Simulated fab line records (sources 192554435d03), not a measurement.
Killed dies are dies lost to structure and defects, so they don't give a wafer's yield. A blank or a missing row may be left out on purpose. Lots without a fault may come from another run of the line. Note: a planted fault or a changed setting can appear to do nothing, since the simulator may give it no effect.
Which tool was responsible? || flow n5_finfet || Sampling: 13 lots, 39 wafers, 4 of 1938 route steps

WHAT EACH GAUGE READ, for each wafer
N5_BEOL_M13_OVL_MEAS_11.
{"lot": "L368", "measured": "day 11 05:38", "on": "overlay-01", "V12_OVL (nm)": "0 4 1"}
{"lot": "L370", "measured": "day 11 11:26", "on": "overlay-01", "V12_OVL (nm)": "-4 -10 -2"}
{"lot": "L371", "measured": "day 11 19:37", "on": "overlay-02", "V12_OVL (nm)": "-5 -11 0"}
{"lot": "L372", "measured": "day 12 04:26", "on": "overlay-01", "V12_OVL (nm)": "-9 -7 -10"}
{"lot": "L373", "measured": "day 12 11:31", "on": "overlay-01", "V12_OVL (nm)": "-4 -11 1"}
{"lot": "L375", "measured": "day 12 22:53", "on": "overlay-02", "V12_OVL (nm)": "-12 -7 -11"}
{"lot": "L374", "measured": "day 13 02:51", "on": "overlay-01", "V12_OVL (nm)": "1 -12 -1"}
{"lot": "L376", "measured": "day 13 11:47", "on": "overlay-02", "V12_OVL (nm)": "-9 -15 -7"}
{"lot": "L378", "measured": "day 13 21:01", "on": "overlay-01", "V12_OVL (nm)": "-7 -4 3"}
{"lot": "L379", "measured": "day 13 21:58", "on": "overlay-02", "V12_OVL (nm)": "6 -6 -6"}
{"lot": "L380", "measured": "day 14 08:16", "on": "overlay-02", "V12_OVL (nm)": "-21 -14 -7"}
{"lot": "L383", "measured": "day 15 02:02", "on": "overlay-01", "V12_OVL (nm)": "-5 -16 4"}
{"lot": "L391", "measured": "day 18 01:08", "on": "overlay-02", "V12_OVL (nm)": "-15 -15 -5"}

N5_BEOL_M13_CD_MEAS_17: target cd 190 nm.
{"lot": "L368", "measured": "day 11 06:14", "on": "cd_sem-03", "cd_nm (nm)": "188.3 191.6 190.1"}
{"lot": "L370", "measured": "day 11 12:15", "on": "cd_sem-03", "cd_nm (nm)": "188.8 187.7 188.7"}
{"lot": "L371", "measured": "day 11 20:12", "on": "cd_sem-01", "cd_nm (nm)": "187.5 189.3 189.3"}
{"lot": "L372", "measured": "day 12 05:02", "on": "cd_sem-02", "cd_nm (nm)": "190.4 190.8 189.8"}
{"lot": "L373", "measured": "day 12 12:28", "on": "cd_sem-02", "cd_nm (nm)": "189.7 189.4 190.0"}
{"lot": "L375", "measured": "day 12 23:39", "on": "cd_sem-02", "cd_nm (nm)": "189.8 190.5 192.0"}
{"lot": "L374", "measured": "day 13 03:26", "on": "cd_sem-03", "cd_nm (nm)": "191.2 190.6 189.3"}
{"lot": "L376", "measured": "day 13 12:23", "on": "cd_sem-03", "cd_nm (nm)": "188.1 192.3 189.5"}
{"lot": "L378", "measured": "day 13 21:37", "on": "cd_sem-02", "cd_nm (nm)": "188.2 192.4 189.5"}
{"lot": "L379", "measured": "day 13 22:34", "on": "cd_sem-01", "cd_nm (nm)": "188.9 189.7 189.5"}
{"lot": "L380", "measured": "day 14 08:52", "on": "cd_sem-02", "cd_nm (nm)": "188.7 190.0 188.8"}
{"lot": "L383", "measured": "day 15 02:37", "on": "cd_sem-03", "cd_nm (nm)": "190.0 191.5 191.4"}
{"lot": "L391", "measured": "day 18 01:44", "on": "cd_sem-03", "cd_nm (nm)": "191.0 193.3 193.6"}

N5_BEOL_M13_CD_MEAS_28: target cd 209.5 nm.
{"lot": "L368", "measured": "day 11 06:41", "on": "cd_sem-01", "cd_nm (nm)": "208.6 208.4 208.0"}
{"lot": "L370", "measured": "day 11 12:42", "on": "cd_sem-03", "cd_nm (nm)": "208.5 211.0 209.8"}
{"lot": "L371", "measured": "day 11 20:39", "on": "cd_sem-03", "cd_nm (nm)": "209.6 207.5 208.2"}
{"lot": "L372", "measured": "day 12 05:22", "on": "cd_sem-02", "cd_nm (nm)": "209.0 210.9 209.8"}
{"lot": "L373", "measured": "day 12 12:55", "on": "cd_sem-02", "cd_nm (nm)": "212.9 209.3 212.3"}
{"lot": "L375", "measured": "day 13 00:06", "on": "cd_sem-01", "cd_nm (nm)": "210.4 209.0 208.7"}
{"lot": "L374", "measured": "day 13 03:46", "on": "cd_sem-03", "cd_nm (nm)": "210.9 212.6 209.8"}
{"lot": "L376", "measured": "day 13 12:43", "on": "cd_sem-03", "cd_nm (nm)": "210.4 209.8 211.1"}
{"lot": "L378", "measured": "day 13 22:05", "on": "cd_sem-03", "cd_nm (nm)": "210.5 210.6 211.4"}
{"lot": "L379", "measured": "day 13 23:01", "on": "cd_sem-03", "cd_nm (nm)": "209.8 210.6 210.3"}
{"lot": "L380", "measured": "day 14 09:11", "on": "cd_sem-03", "cd_nm (nm)": "210.3 210.2 211.3"}
{"lot": "L383", "measured": "day 15 03:05", "on": "cd_sem-01", "cd_nm (nm)": "354.1 286.7 318.4"}
{"lot": "L391", "measured": "day 18 02:03", "on": "cd_sem-02", "cd_nm (nm)": "210.7 211.2 209.9"}

WHAT TOOL EACH LOT RAN ON (gives the tool, then ch and the chambers of the sampled wafers, and finally the start)
{"lot": "L368", "N5_BEOL_M13_EXPOSE_25": "krf_scanner-02 ch 0, day 11 06:31"}
{"lot": "L370", "N5_BEOL_M13_EXPOSE_25": "krf_scanner-01 ch 0, day 11 12:32"}
{"lot": "L371", "N5_BEOL_M13_EXPOSE_25": "krf_scanner-02 ch 0, day 11 20:29"}
{"lot": "L372", "N5_BEOL_M13_EXPOSE_25": "krf_scanner-02 ch 0, day 12 05:12"}
{"lot": "L373", "N5_BEOL_M13_EXPOSE_25": "krf_scanner-02 ch 0, day 12 12:44"}
{"lot": "L375", "N5_BEOL_M13_EXPOSE_25": "krf_scanner-01 ch 0, day 12 23:56"}
{"lot": "L374", "N5_BEOL_M13_EXPOSE_25": "krf_scanner-01 ch 0, day 13 03:36"}
{"lot": "L376", "N5_BEOL_M13_EXPOSE_25": "krf_scanner-01 ch 0, day 13 12:32"}
{"lot": "L378", "N5_BEOL_M13_EXPOSE_25": "krf_scanner-01 ch 0, day 13 21:55"}
{"lot": "L379", "N5_BEOL_M13_EXPOSE_25": "krf_scanner-02 ch 0, day 13 22:51"}
{"lot": "L380", "N5_BEOL_M13_EXPOSE_25": "krf_scanner-02 ch 0, day 14 09:01"}
{"lot": "L383", "N5_BEOL_M13_EXPOSE_25": "krf_scanner-02 ch 0, day 15 02:55"}
{"lot": "L391", "N5_BEOL_M13_EXPOSE_25": "krf_scanner-01 ch 0, day 18 01:53"}
- N5_BEOL_M13_EXPOSE_25: exposes mask M13, target cd 210 nm.

AS READ BY THE TOOLS THEMSELVES (means over the sampled wafers that have a number; for cases with no such wafer, the mark the record gives instead)
N5_BEOL_M13_EXPOSE_25.
{"lot": "L368", "tool": "krf_scanner-02", "exposure_dose_mJ_cm2": 22.006}
{"lot": "L370", "tool": "krf_scanner-01", "exposure_dose_mJ_cm2": 21.991}
{"lot": "L371", "tool": "krf_scanner-02", "exposure_dose_mJ_cm2": 21.992}
{"lot": "L372", "tool": "krf_scanner-02", "exposure_dose_mJ_cm2": 21.996}
{"lot": "L373", "tool": "krf_scanner-02", "exposure_dose_mJ_cm2": 21.944}
{"lot": "L375", "tool": "krf_scanner-01", "exposure_dose_mJ_cm2": 21.981}
{"lot": "L374", "tool": "krf_scanner-01", "exposure_dose_mJ_cm2": 21.978}
{"lot": "L376", "tool": "krf_scanner-01", "exposure_dose_mJ_cm2": 22.006}
{"lot": "L378", "tool": "krf_scanner-01", "exposure_dose_mJ_cm2": 21.990}
{"lot": "L379", "tool": "krf_scanner-02", "exposure_dose_mJ_cm2": 21.955}
{"lot": "L380", "tool": "krf_scanner-02", "exposure_dose_mJ_cm2": 21.997}
{"lot": "L383", "tool": "krf_scanner-02", "exposure_dose_mJ_cm2": 21.992}
{"lot": "L391", "tool": "krf_scanner-01", "exposure_dose_mJ_cm2": 21.959}

THE ANSWER, worked out from the rows above alone
Rule: the usual values come from the lots themselves. The widest of any qualifying gaps counts: lots, ordered by their means at a reading, are off when they make up no more than a third of the lots, leave a main group of 4 or more, and stand apart from it by 3 or more times the standard deviation of that group's means. If all means in a main group match to the digits the tables above print for the reading, that group is not used. Also off: a lot with no number at a reading for which 4 or more lots have one. Any other lot the step has rows for is counted as sound. First the gauges in route order, then the tools' own readings, where a lot's mean is used as printed above. At the first step where some lot is off, the reading lying furthest off is the one used; lots without a number count as furthest.
Off: L383 (N5_BEOL_M13_CD_MEAS_28, cd_nm). The main group: mean 210.1 nm, standard deviation 0.94.
If a tool, at a process step before that reading, ran all the lots that are off and no sound lot after the first of them, it fits. Those tools and the gauges at N5_BEOL_M13_CD_MEAS_28 are tried in the same way. Can't be told from this: 2 tools fit, krf_scanner-02 at N5_BEOL_M13_EXPOSE_25, cd_sem-01 at N5_BEOL_M13_CD_MEAS_28.

WHAT THE SIMULATOR HAD INSERTED
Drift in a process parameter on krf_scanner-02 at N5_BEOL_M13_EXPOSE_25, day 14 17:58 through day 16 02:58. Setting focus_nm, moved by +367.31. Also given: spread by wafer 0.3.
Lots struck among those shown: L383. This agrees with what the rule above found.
